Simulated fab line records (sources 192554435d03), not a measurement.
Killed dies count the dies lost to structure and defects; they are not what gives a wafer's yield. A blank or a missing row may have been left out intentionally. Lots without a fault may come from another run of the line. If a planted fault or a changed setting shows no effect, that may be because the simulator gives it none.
Split-lot experiment    flow n5_finfet    21 wafers read across 7 lots, on a route 1938 steps long

== THE SPLIT ==
At N5_MOL_CONTACT_COAG_DESCUM_45 (chemistry O2, time 7 s), the setting time_s was moved away from the recipe's 7 s on 8 of the 21 wafers read, by -21.6% to +21.8%. This setting was run at the recipe's value on the other wafers.

== THE PATH FROM SPLIT TO READING: the file shows 1 step between them ==
- N5_MOL_CONTACT_COAG_ETCH_65: etches underlayer in N2/H2, target depth 13 nm, time 10.4 s

== THE READING ==
CAR-EUV_of_MOL_CONTACT_COAG_COAT_34.thk_nm (the simulator's own value, which no gauge read), in nm, at N5_MOL_CONTACT_COAG_ETCH_66 (etches SiARC in CF4, target depth 13 nm, time 21.7 s). No usual value for it is given in the file. Average 17.0 nm, standard deviation 0.2 nm, over the 13 wafers here run with the recipe.

wafer   tool, chamber at the split  time_s as run, s  against the recipe  CAR-EUV_of_MOL_CONTACT_COAG_COAT_34.thk_nm, nm  against lot-mates on the recipe
L076.2  rie_diel-04, 1,3,1          7                 recipe              16.8                                            -
L076.5  rie_diel-04, 1,3,1          7                 recipe              17.2                                            -
L076.6  rie_diel-04, 1,3,1          7                 recipe              16.6                                            -
L077.1  rie_diel-05, 0              7                 recipe              17                                              -
L077.3  rie_diel-05, 3,1            7                 recipe              17                                              -
L077.5  rie_diel-05, 3,1            7                 recipe              17.2                                            -
L083.3  rie_diel-01, 2              8.525             +21.8%              16.4                                            -0.8
L083.5  rie_diel-01, 0              7                 recipe              17.2                                            -
L083.6  rie_diel-01, 3              8.525             +21.8%              16.6                                            -0.6
L084.2  rie_diel-01, 2              7                 recipe              16.8                                            -
L084.5  rie_diel-01, 3,2            5.489             -21.6%              17.8                                            +1.0
L084.6  rie_diel-01, 3,2            5.489             -21.6%              17.6                                            +0.8
L088.4  rie_diel-04, 1,2            7.671             +9.6%               16.4                                            -0.4
L088.5  rie_diel-04, 1,2            7.671             +9.6%               16.6                                            -0.2
L088.6  rie_diel-04, 1              7                 recipe              16.8                                            -
L095.2  rie_diel-01, 3              6.586             -5.9%               17.2                                            +0.4
L095.6  rie_diel-01, 3              6.586             -5.9%               17.2                                            +0.4
L095.5  rie_diel-01, 2              7                 recipe              16.8                                            -
L097.3  rie_diel-05, 3              7                 recipe              17.2                                            -
L097.5  rie_diel-05, 2,1            7                 recipe              17.2                                            -
L097.4  rie_diel-05, 2,1            7                 recipe              17                                              -
Where a row lists several chambers, the file gives one row for several wafers and doesn't say which wafer went through which chamber.

FIT RESULTS
A straight line over all 21 wafers: CAR-EUV_of_MOL_CONTACT_COAG_COAT_34.thk_nm changes by -0.0299 nm for each +1% of time_s; r = -0.85; the points scatter about the line by 0.2 nm.
The same after taking each lot's own level away (the mean of its wafers on the recipe; 21 wafers): -0.0376 nm for each +1%; r = -0.94; scatter 0.14 nm.
That fit puts the effect of the largest move of time_s on the reading at 0.82 nm.
Measured against the standard deviation above, the lots' own levels, which go from 16.80 to 17.20 nm, span 2.0 times it.
So the slope is not independent of the lot-to-lot level: the two fits are not the same.
Check: -0.767 nm against its lot-mates is what the line predicts for one of the wafers moved furthest among these (+21.8%) when that wafer is left out of the fit. Against them it came out at -0.8 nm.

== FURTHER SPLITS ON THESE WAFERS ==
These wafers also went through other splits before the reading. Each is held against what the fit with the lots' levels taken away leaves over:
other split on the same wafers             wafers away from the commonest value  r with CAR-EUV_of_MOL_CONTACT_COAG_COAT_34.thk_nm (lot level and that fit taken away)
N5_PMOS_HMC_CHANNEL_EPI_PEB_07 peb_temp_c  4                                     +0.09
N5_FIN_SAQP_SPACER2_ALD_28 temp_c          5                                     -0.28
N5_FIN_CUT_CUT_ETCH_15 time_s              6                                     +0.18
N5_DUMMY_GATE_COAT_09 spin_rpm             5                                     -0.04
N5_DUMMY_GATE_ETCH_37 source_w             6                                     +0.06
N5_HKMG_FIN_COAT_06 spin_rpm               12                                    +0.10
N5_MOL_CONTACT_COAG_ALD_20 ald_cycles      10                                    -0.13
N5_MOL_CONTACT_COAG_COAT_64 spin_rpm       3                                     -0.24

== THE WHOLE CHAIN: every reading that the file lists as answering this split, in the file's order ==
step                           what it does                                                 reading                                                                                      change (the file's fit)                 r (the file's)
N5_MOL_CONTACT_COAG_DESCUM_45  chemistry O2, time 7 s                                       CAR-EUV_of_MOL_CONTACT_COAG_COAT_34.thk_nm (the simulator's own value, which no gauge read)  -0.0398 nm for each +1% of the setting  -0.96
N5_MOL_CONTACT_COAG_ETCH_65    etches underlayer in N2/H2, target depth 13 nm, time 10.4 s  CAR-EUV_of_MOL_CONTACT_COAG_COAT_34.thk_nm (the simulator's own value, which no gauge read)  -0.042 nm for each +1% of the setting   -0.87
N5_MOL_CONTACT_COAG_ETCH_66    etches SiARC in CF4, target depth 13 nm, time 21.7 s         CAR-EUV_of_MOL_CONTACT_COAG_COAT_34.thk_nm (the simulator's own value, which no gauge read)  -0.0374 nm for each +1% of the setting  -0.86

== FILE'S OWN FIT ==
CAR-EUV_of_MOL_CONTACT_COAG_COAT_34.thk_nm changes by -0.0374 nm for each +1% of time_s, r = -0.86.
